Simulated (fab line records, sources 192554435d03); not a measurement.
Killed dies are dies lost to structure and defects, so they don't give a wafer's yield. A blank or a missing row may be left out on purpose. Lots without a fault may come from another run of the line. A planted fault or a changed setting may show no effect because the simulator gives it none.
fab line records | flow n5_finfet
record lots=7 wafers=39
route steps=1938 shown FIN_SAQP@96 SD_EPI_N@273 MOL_CONTACT_COAG@559 BEOL_M3@981 BEOL_M4@1088 BEOL_M5@1179 BEOL_M8@1335 BEOL_M11@1536 BEOL_M12@1649 MIM_TOP_LITHO@1845 PASSIVATION@1928
start_h: hours from the record's first day to the start of the lot's first wafer shown | wait_h: hours since the lot's step before | " the same as in the row above | L1.1+2: a row that stands for several wafers | - no value, or no start given | * or withheld: withheld | < > ~ a bound
route shown NAME@n: a module of which the file shows steps, and the number in the route of the first | usual: mean/standard deviation of fault-free wafers | same: alike in all rows | chamber/n: place in a boat | sites: the reading at each site | _std_site: their standard deviation | _edge_site: outer sites' mean less inner sites' | radius_mm: how far each site lies from the wafer's centre | mask NAME#n: copy n | behind: the tool/chamber that last shaped the wafer | hold: why the lot was held/for how many hours/how that ended | device: the transistor (n, p or np) that didn't switch | end of line: the same wafers' tests at the end of the route | a step without rows: its recipe alone | killed: dies lost to structure and defects at the first sort, not the wafer's yield | map: a wafer's dies, x killed, . not, _ none there
set.NAME: the setting as run; set.NAME@STEP: as run at that earlier step | model.NAME: the simulator's own value behind a step, which no gauge read
lots whose settings were changed on purpose; a table a step, a row a wafer
## steps
# step N5_FIN_SAQP_HM_DEP_03
# recipe material=SiNx target_thk_a=380 temp_c=400 precursor=SiH4/NH3/N2 pressure_torr=1.5 rf_w=300 time_s=33.6
# step N5_SD_EPI_N_DESCUM_14
# recipe chemistry=O2 time_s=7.9 source_power_w=50 bias_power_w=20 pressure_mtorr=20 rf_frequency_hz=2.712e+07 temp_c=40 resist=CAR-ArF-block o2_flow_sccm=225
# step N5_SD_EPI_N_ETCH_45
# recipe chemistry=CH3F/O2 target=SiOCN target_depth_a=60 mask_material=SOC ion_energy_ev=60 bias_w=29 pressure_mtorr=15 source_w=410 Ar_flow_sccm=150 CH3F_flow_sccm=30 O2_flow_sccm=20
# step N5_MOL_CONTACT_COAG_ALD_27
# recipe material=SiOC target_thk_a=170 temp_c=400 ald_precursor_family=carbosiloxane ald_co_reactant=H2-plasma pulse_time_s=1.5 time_s=2720 purge_time_s=2 co_reactant_purge_time_s=2 ald_cycles=340 pressure_torr=2
# step N5_MOL_CONTACT_COAG_ETCH_124
# recipe chemistry=CH3F/O2 target=SiNx target_depth_a=65 mask_material=SOC stop_on=SiOC over_etch_frac=0.3 ion_energy_ev=120 pressure_mtorr=30 source_w=395 bias_w=73 Ar_flow_sccm=150 CH3F_flow_sccm=30 O2_flow_sccm=20 ends=end_point
# step N5_BEOL_M3_ETCH_41
# recipe chemistry=CH3F/O2 target=SiCN target_depth_a=299 taper_deg=2 time_s=52.5 ion_energy_ev=120 mask_material=TiN pressure_mtorr=30 source_w=395 bias_w=75 Ar_flow_sccm=150 CH3F_flow_sccm=30 O2_flow_sccm=20
# step N5_BEOL_M4_SPUTTER_81
# recipe material=Cu target_thk_a=45 temp_c=-20 chamber_pressure_pa=0.07 power_w=withheld time_s=8.29
# step N5_BEOL_M5_SPUTTER_83
# recipe material=Cu target_thk_a=150 temp_c=-20 chamber_pressure_pa=0.07 power_w=withheld time_s=27.62
# step N5_BEOL_M8_PECVD_70
# recipe material=SiO2 target_thk_a=200 temp_c=400 precursor=TEOS/O2 pressure_torr=5.5 rf_w=450 teos_flow_sccm=53.8 gas=O2 flow_sccm=3000 time_s=22.7
# step N5_BEOL_M11_ILD_DEP_00
# recipe material=SiCOH_lowk target_thk_a=3085.1 temp_c=300 precursor=DEMS/porogen pressure_torr=5 rf_w=500 time_s=58
# step N5_BEOL_M12_SPUTTER_44
# recipe material=Ta target_thk_a=100 temp_c=50 bias_v=80 power_w=15000 chamber_pressure_pa=0.07 time_s=16.13
# step N5_MIM_TOP_LITHO_DEVELOP_07
# recipe develop_time_s=60 rinse_liquid=diw dry=air_spin dev_temp_c=21
# step N5_PASSIVATION_DESCUM_46
# recipe chemistry=O2 time_s=7.9 source_power_w=50 bias_power_w=20 pressure_mtorr=20 rf_frequency_hz=2.712e+07 temp_c=40 o2_flow_sccm=225
# step N5_PASSIVATION_PROBE_49
# usual defect_limited_yield=91.5/1.5 killed_at_M4_up=15/6.4 killed_dies=101/18 sort_bin_5_function=5.0/1
# columns lot.wafer tool chamber start_h wait_h set.time_s@FIN_SAQP_HM_DEP_03 set.time_s@SD_EPI_N_DESCUM_14 set.target_depth_a@SD_EPI_N_ETCH_45 set.time_s@MOL_CONTACT_COAG_ALD_27 set.target_depth_a@MOL_CONTACT_COAG_ETCH_124 set.target_depth_a@BEOL_M3_ETCH_41 set.time_s@BEOL_M4_SPUTTER_81 set.time_s@BEOL_M5_SPUTTER_83 set.time_s@BEOL_M8_PECVD_70 set.time_s@BEOL_M11_ILD_DEP_00 set.time_s@BEOL_M12_SPUTTER_44 set.develop_time_s@MIM_TOP_LITHO_DEVELOP_07 set.time_s@PASSIVATION_DESCUM_46 defect_limited_yield[%] killed_at_M4_up killed_dies sort_bin_5_function[%]
L074.1 prober-02 - 268.29 0.0 33.6 7.9 60 2720 65 299 3.339 27.62 22.7 77.46 16.13 26.32 7.9 0 1092 1180 96.4
L074.2 prober-02 - 268.34 0.1 39.29 6.441 60 1737 65 299 3.339 27.62 12.53 58 21.76 60 7.9 89.7 20 121 6.0
L074.3 prober-02 - 268.39 0.1 33.6 7.9 60 2720 65 371.1 3.339 27.62 12.53 77.46 21.76 26.32 5.108 0 1096 1180 96.9
L074.4 prober-02 - 268.44 0.2 39.29 7.9 60 1737 65 371.1 8.29 27.62 22.7 58 16.13 26.32 5.108 90.6 22 111 6.7
L074.5 prober-02 - 268.49 0.2 39.29 6.441 60 2720 65 371.1 8.29 27.62 12.53 58 16.13 60 5.108 91.4 11 102 4.4
L074.6 prober-02 - 268.54 0.3 33.6 6.441 60 1737 65 299 8.29 27.62 22.7 77.46 21.76 60 7.9 0 1106 1180 96.9
L075.1 prober-02 - 295.99 0.0 33.6 7.9 60 2720 65 299 8.29 27.62 22.7 58 6.505 60 7.9 92.5 18 88 4.6
L075.2 prober-02 - 296.04 0.1 33.6 4.093 60 2720 65 299 5.442 27.62 22.7 81.14 16.13 60 7.9 0 1116 1180 96.6
L075.3 prober-02 - 296.09 0.1 33.6 7.9 60 2720 65 361.5 5.442 37.34 22.7 81.14 6.505 60 4.667 0 1089 1180 95.8
L075.4 prober-02 - 296.14 0.2 33.6 4.093 24.47 2720 65 299 5.442 37.34 31.13 58 16.13 60 7.9 92.3 7 91 4.3
L075.5 prober-02 - 296.19 0.2 33.6 7.9 24.47 2720 65 361.5 8.29 27.62 31.13 81.14 6.505 60 4.667 0 1111 1180 96.6
L075.6 prober-02 - 296.24 0.3 33.6 4.093 24.47 2720 65 361.5 8.29 37.34 31.13 58 16.13 60 4.667 93.2 17 80 4.1
L084.2 prober-01 - 350.61 0.1 33.6 7.9 60 2720 65 299 8.29 27.62 22.7 58 16.13 60 7.9 92.2 23 92 4.4
L084.3 prober-01 - 350.66 0.1 33.6 7.9 60 2720 65 299 8.29 27.62 22.7 58 16.13 60 7.9 91.9 19 95 4.7
L084.6 prober-01 - 350.81 0.3 33.6 7.9 60 2720 65 299 8.29 27.62 22.7 58 16.13 60 7.9 92.5 8 88 4.7
L083.1 prober-01 - 356.03 0.0 21.13 7.9 46.46 2720 65 299 11.57 14.37 22.7 58 16.13 60 9.95 92.5 19 89 4.7
L083.2 prober-01 - 356.08 0.1 33.6 12.2 60 2083 65 299 11.57 27.62 16.4 58 16.13 88.89 7.9 91.9 17 96 5.3
L083.3 prober-01 - 356.13 0.1 33.6 7.9 46.46 2083 65 299 8.29 27.62 16.4 46.97 16.13 60 9.95 91.4 11 102 5.2
L083.4 prober-01 - 356.18 0.2 33.6 12.2 60 2720 88.3 299 11.57 27.62 22.7 46.97 16.13 88.89 7.9 90.8 20 109 4.7
L083.5 prober-01 - 356.23 0.2 21.13 12.2 46.46 2083 88.3 299 8.29 14.37 22.7 46.97 16.13 88.89 9.95 91.9 14 95 4.1
L083.6 prober-01 - 356.28 0.3 21.13 7.9 60 2720 88.3 299 8.29 14.37 16.4 58 16.13 60 7.9 91.4 17 102 5.2
L087.1 prober-01 - 388.32 0.0 16.49 7.9 60 2720 46.93 299 8.29 27.62 22.7 58 13.03 60 7.9 91.5 16 100 5.5
L087.2 prober-01 - 388.37 0.1 16.49 9.298 60 4226 46.93 431.7 8.29 27.62 22.7 58 16.13 60 10.54 93.6 8 76 4.2
L087.3 prober-01 - 388.42 0.1 33.6 9.298 60 2720 65 431.7 8.29 27.62 22.7 58 16.13 76.63 7.9 94.1 9 70 3.6
L087.4 prober-01 - 388.47 0.2 33.6 7.9 82.75 4226 46.93 299 8.29 27.62 22.7 58 13.03 76.63 10.54 80.3 15 233 16.1
L087.5 prober-01 - 388.52 0.2 33.6 7.9 82.75 2720 65 299 8.29 27.62 22.7 58 16.13 60 7.9 92.4 23 90 4.0
L087.6 prober-01 - 388.57 0.3 16.49 9.298 82.75 4226 65 431.7 8.29 27.62 22.7 58 13.03 76.63 10.54 93.1 15 82 4.3
L096.1 prober-02 - 424.32 0.0 33.6 5.142 60 2720 38.34 354.6 8.29 19.79 22.7 58 16.13 60 10.72 35.8 14 757 61.5
L096.2 prober-02 - 424.37 0.1 33.6 7.9 60 2720 38.34 299 6.894 27.62 22.7 81.89 10.3 60 7.9 0 219 1180 96.2
L096.3 prober-02 - 424.42 0.1 33.6 5.142 50.41 2720 38.34 299 8.29 27.62 28.26 58 10.3 60 10.72 34.8 6 769 61.2
L096.4 prober-02 - 424.47 0.2 33.6 7.9 50.41 2720 65 354.6 8.29 19.79 28.26 81.89 10.3 60 7.9 0 1106 1180 97.0
L096.5 prober-02 - 424.52 0.2 33.6 7.9 50.41 2720 65 354.6 6.894 27.62 22.7 81.89 16.13 60 10.72 0 1105 1180 96.8
L096.6 prober-02 - 424.57 0.3 33.6 5.142 60 2720 65 299 6.894 19.79 28.26 58 16.13 60 7.9 91.2 24 104 5.9
L097.1 prober-01 - 437.12 0.0 33.6 7.9 79.93 1626 65 299 8.29 40.03 22.7 58 16.13 60 11.15 93.6 9 75 3.6
L097.2 prober-01 - 437.17 0.1 23.98 3.455 60 2720 65 299 3.723 27.62 22.7 46.24 21.61 60 7.9 93.4 12 78 3.8
L097.3 prober-01 - 437.22 0.1 23.98 7.9 79.93 2720 65 128 3.723 27.62 22.7 58 21.61 88.26 11.15 88.8 17 132 7.6
L097.4 prober-01 - 437.27 0.2 33.6 3.455 79.93 1626 65 128 8.29 27.62 22.7 58 16.13 88.26 7.9 91.4 11 101 4.9
L097.5 prober-01 - 437.32 0.2 23.98 7.9 60 1626 65 299 3.723 40.03 22.7 46.24 16.13 88.26 11.15 91.7 20 98 4.5
L097.6 prober-01 - 437.37 0.3 33.6 3.455 60 2720 65 128 8.29 40.03 22.7 46.24 21.61 60 7.9 92.8 12 85 5.0
# killed by level:class
L074.1 BEOL_M11:area_etch=1061 BEOL_M4:geometric_particle:open=18 MOL_CONTACT_COAG:geometric_particle:open=14 BEOL_M0_SAQP:geometric_particle:open=8 BEOL_M3:geometric_particle:open=8 BEOL_M0_SAQP:geometric_particle:short=7 BEOL_M1:geometric_particle:open=6 BEOL_M2:geometric_particle:open=6
L074.2 BEOL_M4:geometric_particle:open=10 BEOL_M1:geometric_particle:open=10 MOL_CONTACT_COAG:geometric_particle:open=9 FIN_SAQP:geometric_particle:short=8 BEOL_M3:geometric_particle:short=8 BEOL_M3:geometric_particle:open=7 STI_FIN_REVEAL:geometric_particle:open=6 GATE_CUT:geometric_particle:short=6
L074.3 BEOL_M11:area_etch=1087 BEOL_M0_SAQP:geometric_particle:short=10 FIN_SAQP:geometric_particle:short=8 MOL_CONTACT_COAG:geometric_particle:open=7 GATE_CUT:geometric_particle:short=7 BEOL_M3:geometric_particle:open=6 BEOL_M0_SAQP:geometric_particle:open=5 BEOL_M1:geometric_particle:open=5
L074.4 BEOL_M4:geometric_particle:open=11 FIN_SAQP:geometric_particle:short=9 STI_FIN_REVEAL:geometric_particle:open=8 FIN_SAQP:geometric_particle:open=7 MOL_CONTACT_COAG:geometric_particle:open=7 BEOL_M3:geometric_particle:open=7 GATE_CUT:geometric_particle:short=6 BEOL_M0_SAQP:geometric_particle:open=6
L074.5 MOL_CONTACT_COAG:geometric_particle:open=13 BEOL_M2:geometric_particle:open=9 GATE_CUT:geometric_particle:short=7 FIN_SAQP:geometric_particle:short=6 BEOL_M0_SAQP:geometric_particle:short=6 BEOL_M3:geometric_particle:short=6 BEOL_M3:geometric_particle:open=6 GATE_CUT:geometric_particle:open=5
L074.6 BEOL_M11:area_etch=1091 MOL_CONTACT_COAG:geometric_particle:open=14 BEOL_M4:geometric_particle:open=10 BEOL_M3:geometric_particle:open=9 FIN_SAQP:geometric_particle:short=7 STI_FIN_REVEAL:geometric_particle:open=7 FIN_SAQP:geometric_particle:open=6 BEOL_M0_SAQP:geometric_particle:short=4
L075.1 BEOL_M0_SAQP:geometric_particle:short=14 MOL_CONTACT_COAG:geometric_particle:open=11 BEOL_M4:geometric_particle:open=7 BEOL_M0_SAQP:geometric_particle:open=6 STARTING-WAFER:geometric_particle:short=5 BEOL_M5:geometric_particle:open=5 FIN_SAQP:geometric_particle:open=4 FIN_SAQP:geometric_particle:short=4
L075.2 BEOL_M11:area_etch=1100 MOL_CONTACT_COAG:geometric_particle:open=10 BEOL_M4:geometric_particle:open=9 FIN_SAQP:geometric_particle:open=8 BEOL_M0_SAQP:geometric_particle:short=8 MOL_CONTACT_COAG:geometric_particle:short=6 PAD_METAL:geometric_particle:short=4 FIN_SAQP:geometric_particle:short=3
L075.3 BEOL_M11:area_etch=1072 MOL_CONTACT_COAG:geometric_particle:open=11 BEOL_M0_SAQP:geometric_particle:short=10 BEOL_M0_SAQP:geometric_particle:open=10 FIN_SAQP:geometric_particle:short=8 FIN_SAQP:geometric_particle:open=7 MOL_CONTACT_COAG:geometric_particle:short=6 BEOL_M4:geometric_particle:open=6
L075.4 MOL_CONTACT_COAG:geometric_particle:open=9 BEOL_M0_SAQP:geometric_particle:short=8 FIN_SAQP:geometric_particle:short=7 FIN_SAQP:geometric_particle:open=6 ILD0:geometric_particle:open=6 ILD0:geometric_particle:short=6 BEOL_M0_SAQP:geometric_particle:open=6 BEOL_M2:geometric_particle:short=5
L075.5 BEOL_M11:area_etch=1093 FIN_SAQP:geometric_particle:open=9 BEOL_M3:geometric_particle:open=9 BEOL_M4:geometric_particle:open=9 BEOL_M0_SAQP:geometric_particle:open=6 FIN_SAQP:geometric_particle:short=5 BEOL_M0_SAQP:geometric_particle:short=5 STARTING-WAFER:geometric_particle:short=5
L075.6 MOL_CONTACT_COAG:geometric_particle:open=11 BEOL_M4:geometric_particle:open=11 BEOL_M0_SAQP:geometric_particle:short=8 FIN_SAQP:geometric_particle:open=7 BEOL_M0_SAQP:geometric_particle:open=7 BEOL_M1:geometric_particle:open=4 FIN_SAQP:geometric_particle:short=3 BEOL_M5:geometric_particle:open=3
L084.2 FIN_SAQP:geometric_particle:open=13 FIN_SAQP:geometric_particle:short=11 MOL_CONTACT_COAG:geometric_particle:open=11 BEOL_M4:geometric_particle:open=11 GATE_CUT:geometric_particle:short=5 STI_FIN_REVEAL:geometric_particle:open=4 MOL_CONTACT_COAG:geometric_particle:short=4 BEOL_M5:geometric_particle:short=4
L084.3 FIN_SAQP:geometric_particle:short=11 BEOL_M2:geometric_particle:open=9 FIN_SAQP:geometric_particle:open=8 BEOL_M1:geometric_particle:open=6 BEOL_M3:geometric_particle:open=6 BEOL_M5:geometric_particle:open=6 MOL_CONTACT_COAG:geometric_particle:open=4 BEOL_M4:geometric_particle:open=4
L084.6 FIN_SAQP:geometric_particle:open=15 MOL_CONTACT_COAG:geometric_particle:open=11 FIN_SAQP:geometric_particle:short=7 BEOL_M1:geometric_particle:open=6 STI_FIN_REVEAL:geometric_particle:open=4 GATE_CUT:geometric_particle:short=4 BEOL_M3:geometric_particle:open=4 MOL_CONTACT_COAG:geometric_particle:short=3
L083.1 BEOL_M4:geometric_particle:open=11 BEOL_M1:geometric_particle:open=7 FIN_SAQP:geometric_particle:short=5 STI_FIN_REVEAL:geometric_particle:open=5 BEOL_M0_SAQP:geometric_particle:short=5 STARTING-WAFER:geometric_particle:open=5 DUMMY_GATE:geometric_particle:open=4 BEOL_M3:geometric_particle:open=4
L083.2 BEOL_M0_SAQP:geometric_particle:open=12 BEOL_M0_SAQP:geometric_particle:short=12 MOL_CONTACT_COAG:geometric_particle:open=8 FIN_SAQP:geometric_particle:short=7 FIN_SAQP:geometric_particle:open=5 BEOL_M4:geometric_particle:open=5 MIM_TOP_ETCH:geometric_particle:short=5 BEOL_M2:geometric_particle:open=4
L083.3 STI_FIN_REVEAL:geometric_particle:open=24 BEOL_M0_SAQP:geometric_particle:open=12 BEOL_M0_SAQP:geometric_particle:short=8 FIN_SAQP:geometric_particle:short=6 MOL_CONTACT_COAG:geometric_particle:open=5 BEOL_M4:geometric_particle:open=5 MIM_TOP:geometric_particle:open=4 BEOL_M2:geometric_particle:open=3
L083.4 BEOL_M0_SAQP:geometric_particle:open=9 FIN_SAQP:geometric_particle:open=8 BEOL_M3:geometric_particle:open=7 MOL_CONTACT_COAG:geometric_particle:open=7 BEOL_M2:geometric_particle:open=7 BEOL_M5:geometric_particle:open=7 BEOL_M0_SAQP:geometric_particle:short=6 STI_FIN_REVEAL:geometric_particle:open=5
L083.5 BEOL_M3:geometric_particle:open=12 BEOL_M0_SAQP:geometric_particle:open=8 FIN_SAQP:geometric_particle:short=7 BEOL_M0_SAQP:geometric_particle:short=7 FIN_SAQP:geometric_particle:open=5 STI_FIN_REVEAL:geometric_particle:open=5 MOL_CONTACT_COAG:geometric_particle:open=5 BEOL_M5:interface_void_opened=4
L083.6 BEOL_M0_SAQP:geometric_particle:open=8 FIN_SAQP:geometric_particle:short=7 FIN_SAQP:geometric_particle:open=7 BEOL_M0_SAQP:geometric_particle:short=7 BEOL_M1:geometric_particle:open=7 ILD0:geometric_particle:open=6 BEOL_M3:geometric_particle:open=5 BEOL_M5:interface_void_opened=5
L087.1 BEOL_M4:geometric_particle:open=10 MOL_CONTACT_COAG:geometric_particle:open=7 BEOL_M1:geometric_particle:open=7 FIN_SAQP:geometric_particle:open=6 BEOL_M0_SAQP:geometric_particle:open=6 BEOL_M2:geometric_particle:open=6 BEOL_M3:geometric_particle:open=6 ILD0:geometric_particle:short=5
L087.2 BEOL_M3:geometric_particle:open=10 STI_FIN_REVEAL:geometric_particle:open=7 BEOL_M2:geometric_particle:open=7 FIN_SAQP:geometric_particle:short=5 MOL_CONTACT_COAG:geometric_particle:open=5 BEOL_M0_SAQP:geometric_particle:short=4 MOL_CONTACT_COAG:geometric_particle:short=3 BEOL_M0_SAQP:geometric_particle:open=3
L087.3 BEOL_M0_SAQP:geometric_particle:open=8 FIN_SAQP:geometric_particle:short=6 BEOL_M3:geometric_particle:open=6 FIN_SAQP:geometric_particle:open=5 ILD0:geometric_particle:open=5 MOL_CONTACT_COAG:geometric_particle:open=4 BEOL_M2:geometric_particle:open=4 BEOL_M4:geometric_particle:open=4
L087.4 MOL_CONTACT_COAG:area_etch=136 MOL_CONTACT_COAG:geometric_particle:open=14 BEOL_M3:geometric_particle:open=11 BEOL_M4:geometric_particle:open=7 MOL_CONTACT_COAG:geometric_particle:short=6 BEOL_M0:geometric_particle:open=6 STARTING-WAFER:geometric_particle:open=6 BEOL_M2:geometric_particle:open=5
L087.5 BEOL_M4:geometric_particle:open=12 MOL_CONTACT_COAG:geometric_particle:open=9 BEOL_M0_SAQP:geometric_particle:short=8 BEOL_M0_SAQP:geometric_particle:open=7 BEOL_M3:geometric_particle:open=6 BEOL_M1:geometric_particle:open=6 BEOL_M4:geometric_particle:short=5 DUMMY_GATE:geometric_particle:open=4
L087.6 MOL_CONTACT_COAG:geometric_particle:open=12 BEOL_M4:geometric_particle:open=11 BEOL_M3:geometric_particle:open=7 BEOL_M0_SAQP:geometric_particle:short=6 GATE_CUT:geometric_particle:short=5 BEOL_M0_SAQP:geometric_particle:open=5 ILD0:geometric_particle:open=4 BEOL_M1:geometric_particle:open=3
L096.1 MOL_CONTACT_COAG:area_etch=666 FIN_SAQP:geometric_particle:short=10 BEOL_M3:geometric_particle:open=8 MOL_CONTACT_COAG:geometric_particle:open=7 FIN_SAQP:geometric_particle:open=5 STI_FIN_REVEAL:geometric_particle:open=5 DUMMY_GATE:geometric_particle:open=5 BEOL_M2:geometric_particle:open=5
L096.2 MOL_CONTACT_COAG:area_etch=872 BEOL_M11:area_etch=209 BEOL_M0_SAQP:geometric_particle:open=13 FIN_SAQP:geometric_particle:short=9 MOL_CONTACT_COAG:geometric_particle:open=8 STI_FIN_REVEAL:geometric_particle:open=7 BEOL_M1:geometric_particle:open=7 FIN_SAQP:geometric_particle:open=6
L096.3 MOL_CONTACT_COAG:area_etch=669 BEOL_M1:geometric_particle:open=10 BEOL_M0_SAQP:geometric_particle:open=10 FIN_SAQP:geometric_particle:short=9 FIN_SAQP:geometric_particle:open=9 MOL_CONTACT_COAG:geometric_particle:open=9 BEOL_M0_SAQP:geometric_particle:short=8 BEOL_M3:geometric_particle:open=8
L096.4 BEOL_M11:area_etch=1096 FIN_SAQP:geometric_particle:open=8 STI_FIN_REVEAL:geometric_particle:open=8 GATE_CUT:geometric_particle:short=7 MOL_CONTACT_COAG:geometric_particle:open=7 GATE_CUT:geometric_particle:open=6 BEOL_M0_SAQP:geometric_particle:open=4 FIN_SAQP:geometric_particle:short=3
L096.5 BEOL_M11:area_etch=1095 FIN_SAQP:geometric_particle:open=9 MOL_CONTACT_COAG:geometric_particle:open=8 STI_FIN_REVEAL:geometric_particle:open=6 DUMMY_GATE:geometric_particle:open=5 STARTING-WAFER:geometric_particle:open=5 FIN_SAQP:geometric_particle:short=4 MOL_CONTACT_COAG:geometric_particle:short=3
L096.6 BEOL_M4:geometric_particle:open=15 BEOL_M1:geometric_particle:open=9 STI_FIN_REVEAL:geometric_particle:open=8 MOL_CONTACT_COAG:geometric_particle:open=7 FIN_SAQP:geometric_particle:short=5 ILD0:geometric_particle:short=5 GATE_CUT:geometric_particle:short=5 BEOL_M0_SAQP:geometric_particle:open=4
L097.1 FIN_SAQP:geometric_particle:open=7 MOL_CONTACT_COAG:geometric_particle:open=7 BEOL_M3:geometric_particle:open=7 BEOL_M0_SAQP:geometric_particle:open=5 STARTING-WAFER:geometric_particle:open=5 FIN_SAQP:geometric_particle:short=4 ILD0:geometric_particle:short=4 GATE_CUT:geometric_particle:short=4
L097.2 MOL_CONTACT_COAG:geometric_particle:open=13 FIN_SAQP:geometric_particle:open=9 BEOL_M1:geometric_particle:open=6 BEOL_M3:geometric_particle:open=6 DUMMY_GATE:geometric_particle:open=5 FIN_SAQP:geometric_particle:short=4 BEOL_M0_SAQP:geometric_particle:short=4 GATE_CUT:geometric_particle:open=3
L097.3 BEOL_M3:area_etch=29 FIN_SAQP:geometric_particle:open=16 MOL_CONTACT_COAG:geometric_particle:open=10 FIN_SAQP:geometric_particle:short=8 STI_FIN_REVEAL:geometric_particle:open=6 BEOL_M0_SAQP:geometric_particle:short=6 BEOL_M1:geometric_particle:open=5 BEOL_M5:geometric_particle:open=5
L097.4 FIN_SAQP:geometric_particle:open=23 FIN_SAQP:geometric_particle:short=12 STI_FIN_REVEAL:geometric_particle:open=8 MOL_CONTACT_COAG:geometric_particle:open=7 STARTING-WAFER:geometric_particle:short=5 BEOL_M4:geometric_particle:open=4 BEOL_M0_SAQP:geometric_particle:short=4 BEOL_M2:geometric_particle:open=4
L097.5 STI_FIN_REVEAL:geometric_particle:open=12 MOL_CONTACT_COAG:geometric_particle:open=10 BEOL_M4:geometric_particle:open=8 FIN_SAQP:geometric_particle:open=7 FIN_SAQP:geometric_particle:short=7 BEOL_M3:geometric_particle:open=7 BEOL_M1:geometric_particle:open=6 DUMMY_GATE:geometric_particle:short=3
L097.6 FIN_SAQP:geometric_particle:open=14 BEOL_M1:geometric_particle:open=10 BEOL_M2:geometric_particle:open=7 MOL_CONTACT_COAG:geometric_particle:open=6 FIN_SAQP:geometric_particle:short=5 BEOL_M0_SAQP:geometric_particle:open=5 BEOL_M3:geometric_particle:open=5 BEOL_M4:geometric_particle:open=4
## key
split step=N5_FIN_SAQP_HM_DEP_03 setting=time_s stated_as=33.6
response none clear
split step=N5_SD_EPI_N_DESCUM_14 setting=time_s stated_as=7.9
response none clear
split step=N5_SD_EPI_N_ETCH_45 setting=target_depth_a stated_as=60
response none clear
split step=N5_MOL_CONTACT_COAG_ALD_27 setting=time_s stated_as=2720
response none clear
split step=N5_MOL_CONTACT_COAG_ETCH_124 setting=target_depth_a stated_as=65
response none clear
split step=N5_BEOL_M3_ETCH_41 setting=target_depth_a stated_as=299
response none clear
split step=N5_BEOL_M4_SPUTTER_81 setting=time_s stated_as=8.29
response none clear
split step=N5_BEOL_M5_SPUTTER_83 setting=time_s stated_as=27.62
response none clear
split step=N5_BEOL_M8_PECVD_70 setting=time_s stated_as=22.7
response none clear
split step=N5_BEOL_M11_ILD_DEP_00 setting=time_s stated_as=58
response step=N5_PASSIVATION_PROBE_49 reading=killed_at_M4_up slope=+22.7 per=1% together_with=all explained=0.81
response step=N5_PASSIVATION_PROBE_49 reading=sort_bin_5_function slope=+1.8 per=1% together_with=all explained=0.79
response step=N5_PASSIVATION_PROBE_49 reading=defect_limited_yield slope=-1.8 per=1% together_with=all explained=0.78
response step=N5_PASSIVATION_PROBE_49 reading=killed_dies slope=+21.2 per=1% together_with=all explained=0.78
split step=N5_BEOL_M12_SPUTTER_44 setting=time_s stated_as=16.13
response none clear
split step=N5_MIM_TOP_LITHO_DEVELOP_07 setting=develop_time_s stated_as=60
response none clear
split step=N5_PASSIVATION_DESCUM_46 setting=time_s stated_as=7.9
response none clear
